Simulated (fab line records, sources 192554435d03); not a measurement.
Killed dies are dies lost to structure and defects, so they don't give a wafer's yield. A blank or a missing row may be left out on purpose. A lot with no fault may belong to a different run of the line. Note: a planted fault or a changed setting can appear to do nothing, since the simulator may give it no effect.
Struck lot and sound lot, side by side + flow n5_finfet + 16 steps out of a route of 1938
Sound: these wafers, L676.1, L676.3, L676.4. Struck: wafers L682.2, L682.3, L682.5. The cause is named last.
Per side, at each step with rows, come the tool, then ch with its chambers, and then its first start. Under that, the readings that differ: sound wafers + struck wafers + difference of the means + sigmas: that difference in standard deviations of wafers without a fault.
alike: readings whose means differ by less than 2 such deviations, and words and numbers that are the same on both sides. not compared: withheld readings, readings that some wafer has no value for, bounds like >300 that may hide the same value, and numbers for which the record gives no deviation and whose values overlap.
A row with sigmas, a row that says differs or no value, or rows on one side alone: a step with any of these is where the two part. Non-overlapping numbers with no deviation appear without sigmas and do not part them. A reading missing from all wafers of one side parts the sides only when that side holds two or more wafers.

first, 7 steps without rows for these wafers: N5_WELL_APT_COAT_02 (resist thk 950 nm); N5_WELL_APT_EBR_04; N5_WELL_APT_SOFTBAKE_03 (time 60 s); N5_WELL_APT_EXPOSE_05 (exposes mask NWELL, defocus 0 nm, target cd 200 nm); N5_WELL_APT_PEB_06 (peb time 90 s); N5_WELL_APT_DEVELOP_07 (develop time 45 s); N5_WELL_APT_HARDBAKE_12 (time 120 s).
N5_WELL_APT_CD_MEAS_08: the cd target is 200 nm.
  sound on cd_sem-02 ch 0, day 3 19:41; struck on cd_sem-03 ch 0, day 5 07:41
  alike: cd_nm
N5_WELL_APT_OVL_MEAS_09:
  sound on overlay-02 ch 0, day 3 19:43; struck on overlay-01 ch 0, day 5 07:43
  alike: NWELL_OVL
N5_WELL_APT_INSPECT_10: inspects for defects (macro).
  sound: defect_inspect-02 at day 3 19:44; struck: defect_inspect-02 at day 5 07:44
  alike: raw_defect_count
N5_WELL_APT_DESCUM_13: chemistry O2, time 7.9 s.
  sound on rie_diel-05 ch 0,1,3, day 3 20:06; struck on rie_diel-05 ch 0,1, day 5 07:47
  alike: drypump_motor_current_A, oes_product_au, rf_vpp_V, showerhead_plenum_p_Torr, throttle_valve_pct
  not compared: rf_hours_counter_h
then, 1 step without rows for these wafers: N5_WELL_APT_IMPLANT_14.
N5_WELL_APT_IMPLANT_15:
  sound on implanter-01 ch 0, day 3 20:22; struck on implanter-02 ch 0, day 5 08:05
| reading            | sound                            | struck                           | difference  | sigmas      |
|--------------------|----------------------------------|----------------------------------|-------------|-------------|
| dose_ions_cm2      | 1.4994e+13 1.5014e+13 1.4992e+13 | 1.6474e+13 1.6499e+13 1.6476e+13 | +1.4830e+12 | +99 or more |
| faraday_current_uA | 189 191 184                      | 211 212 215                      | +25         | +6          |
  alike: end_station_pressure_torr
then, 1 step without rows for these wafers: N5_WELL_APT_STRIP_16 (strips in SPM, time 900 s).
-- record jumps: 7 days separate the struck wafers' starts on either side; left off in module WELL_APT, taken up again in module BEOL_M4, whose first shown step is the route's number 1111 --
N5_BEOL_M4_RC_MEAS_101:
  sound on prober-02 ch 0, day 10 05:49; struck on prober-01 ch 0, day 12 00:04
| reading       | sound       | struck      | difference | sigmas |
|---------------|-------------|-------------|------------|--------|
| ION_N (uA/um) | 651 666 639 | 688 684 680 | +32        | +2     |
  alike: DIBL_N, DIBL_P, IOFF_N, IOFF_P, ION_P, SS_N, SS_P, VT_N, VT_P
-- record jumps: 4 days separate the struck wafers' starts on either side; left off in module BEOL_M4, taken up again in module PASSIVATION, whose first shown step is the route's number 1936 --
N5_PASSIVATION_PROBE_49:
  sound: prober-02 at day 14 15:36; struck: prober-01 at day 16 10:02
  alike: defect_limited_yield, killed_at_M0_to_M3, killed_at_M4_up, killed_at_contacts, killed_at_front_end, killed_at_other, killed_dies, killed_open, killed_short, sort_bin_5_function, sort_bin_6_memory, sort_bin_8_speed, sort_n_pass, sort_yield_pct

## WHERE THEY PART
At N5_WELL_APT_IMPLANT_15 first; at N5_BEOL_M4_RC_MEAS_101 last (within this record only). Later steps at which nothing parts them and some readings are alike: N5_PASSIVATION_PROBE_49.

WHY: what the simulator had put in
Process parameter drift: implanter-02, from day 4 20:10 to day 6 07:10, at N5_WELL_APT_IMPLANT_15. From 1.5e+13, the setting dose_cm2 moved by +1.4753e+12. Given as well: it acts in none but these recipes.
